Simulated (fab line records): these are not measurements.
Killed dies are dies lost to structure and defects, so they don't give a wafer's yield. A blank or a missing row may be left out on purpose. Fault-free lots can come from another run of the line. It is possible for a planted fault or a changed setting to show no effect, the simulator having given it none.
Code-filled problem report in 8D (eight disciplines) form :: flow nandHarc :: the parts of the form that need people (team, actions taken, sign-off) are left out

== 1. WHAT IS WRONG ==
At NHARC_P_STI_CD_MEAS_09, cdNm averages 245.6 nm over 6 wafers from 2 lots, while fault-free wafers read 201.0 nm, standard deviation 1.8. That puts it +25 standard deviations away from the usual mean.
The step: target cd 200 nm.
Earliest sighting: wafer L706.1 on cdSem-01 at day 4 23:56. Wafers with a number at this step in the record: 33, from 11 lots. Rule for "out" (also "out of limits"): further than 4 standard deviations from the usual mean. Any other wafer with a number is counted as sound.

== 2. WHAT IT IS, WHAT IT ISN'T ==
question: which readings at this step
is: cdNm
is not: -

question: which lots
is: L706, L712
is not: L697, L699, L701, L702, L707, L713, L714, L715, L717

question: which wafers of those lots
is: all that have a number
is not: -

question: read on which gauges
is: cdSem-01, cdSem-02
is not: cdSem-03

question: when
is: from day 4 23:56
is not: up to then (12 sound wafers); but 15 sound wafers of L707, L713, L714, L715, L717 came after

== 3. WHAT RULES OUT EACH SUSPECT ==
Counting: any tool at a process step up to the reading is kept as a suspect provided that every lot that is out went through it and no sound lot did after the first of them.
- the gauge at NHARC_P_STI_CD_MEAS_09 is ruled out. Those wafers that are out were read across 2 gauges (cdSem-01, cdSem-02).
- krfScanner-03 at NHARC_P_STI_EXPOSE_06 (exposes mask P STI, target cd 200 nm): kept. Every lot that is out went through it, starting with L706 (day 4 23:47), and after that it ran no sound lot; the last sound lot it ran before then is L702 (day 3 23:28). Its own exposureDoseMJCm2 readings are out on those wafers.
After counting, what remains is krfScanner-03 at NHARC_P_STI_EXPOSE_06.

== 4. THE CAUSE (what the simulator had put in) ==
Process parameter drift: krfScanner-03, from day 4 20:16 on, at NHARC_P_STI_EXPOSE_06. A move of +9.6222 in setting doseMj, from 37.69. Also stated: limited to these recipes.
Only this tool survived the counting.

== 5. THE CHAIN OF EFFECTS, in route order ==
One row per reading whose mean, taken over the struck wafers that have a number, lies over 3 standard deviations from the usual. Scope: only readings with a usual standard deviation given in the record; hours: median across lots of the time from each lot's start at the first step in this table that gives one to its start at this step; sigmas: change in usual standard deviations.
hours: 0
step: NHARC_P_STI_EXPOSE_06
reading: exposureDoseMJCm2
usual: 37.66
on struck wafers: 46.34
change: +8.68
sigmas: +99 or more

hours: 0
step: NHARC_P_STI_CD_MEAS_09
reading: cdNm
usual: 201.0 nm
on struck wafers: 245.6
change: +44.6
sigmas: +25

hours: 9
step: NHARC_P_STI_OCD_MEAS_17
reading: trenchFootCdNm
usual: 158.9 nm
on struck wafers: 203.1
change: +44.2
sigmas: +23

hours: 411
step: NHARC_END_SORT_01
reading: killedAtPeriphery
usual: 3.1
on struck wafers: 18.7
change: +15.6
sigmas: +7.4
Here are the process steps it includes:
- NHARC_P_STI_EXPOSE_06: exposes mask P STI, target cd 200 nm.

== 6. HOW IT WOULD HAVE BEEN CAUGHT EARLIER ==
In this record the first reading out of limits at a measuring or inspecting step was taken at day 4 23:56, 4 hours after the fault began at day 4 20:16.
The tool's own readings at NHARC_P_STI_EXPOSE_06 were out on every struck wafer that the step has a row for (exposureDoseMJCm2): an alarm limit on them would have fired on the first of those.
Lots out: 2; of these, L712 started NHARC_P_STI_EXPOSE_06 on krfScanner-03 after day 4 23:56. It would have been spared by a hold on the tool at that moment.
